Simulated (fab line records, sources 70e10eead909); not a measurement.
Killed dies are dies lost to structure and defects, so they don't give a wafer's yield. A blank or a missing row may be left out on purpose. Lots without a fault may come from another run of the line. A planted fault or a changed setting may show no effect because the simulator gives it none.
Chamber matching | flow nand_harc | NHARC_P_GATE_DEP_103 on pecvd-03: 3 sister chambers
The step deposits SiON, target thk 30 nm. 3 wafers are shown with their chamber, then 9 later ones without.

WAFERS WITH THEIR CHAMBER
wafer  | chamber | heater_power_w (W)
L088.3 | 2       | 954
L090.4 | 1       | 678
L090.6 | 0       | 577

WAFERS WITHOUT THEIR CHAMBER
wafer  | heater_power_w (W)
L091.1 | 708
L091.2 | 865
L091.4 | 595
L092.1 | 634
L092.3 | 935
L092.5 | 651
L096.2 | 859
L096.5 | 856
L096.6 | 673

WHICH CHAMBER EACH WENT THROUGH
wafer  | from the rows above     | in truth
L091.1 | can't be placed: 1 or 0 | 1
L091.2 | can't be placed: 2 or 1 | 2
L091.4 | can't be placed: 0 or 1 | 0
L092.1 | can't be placed: 1 or 0 | 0
L092.3 | 2                       | 2
L092.5 | can't be placed: 1 or 0 | 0
L096.2 | can't be placed: 2 or 1 | 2
L096.5 | can't be placed: 2 or 1 | 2
L096.6 | can't be placed: 1 or 0 | 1
Placed correctly: 1 of 9. Can't be placed from these rows: 8 (the true chamber is among the candidates in 8). Placed wrongly: 0.
How it was worked out, from the rows above alone: a wafer's distance from a chamber is the root of the sum, over the readings, of the square of ((its reading less the chamber's mean) divided by the reading's scatter). The wafer belongs to the nearest chamber; if the next one is less than 2 further off, it can't be placed. A chamber's mean is the mean of its shown wafers. The scatter: with one shown wafer a chamber, the root of the mean of the squares of how far each hidden wafer lies from its nearest shown one.
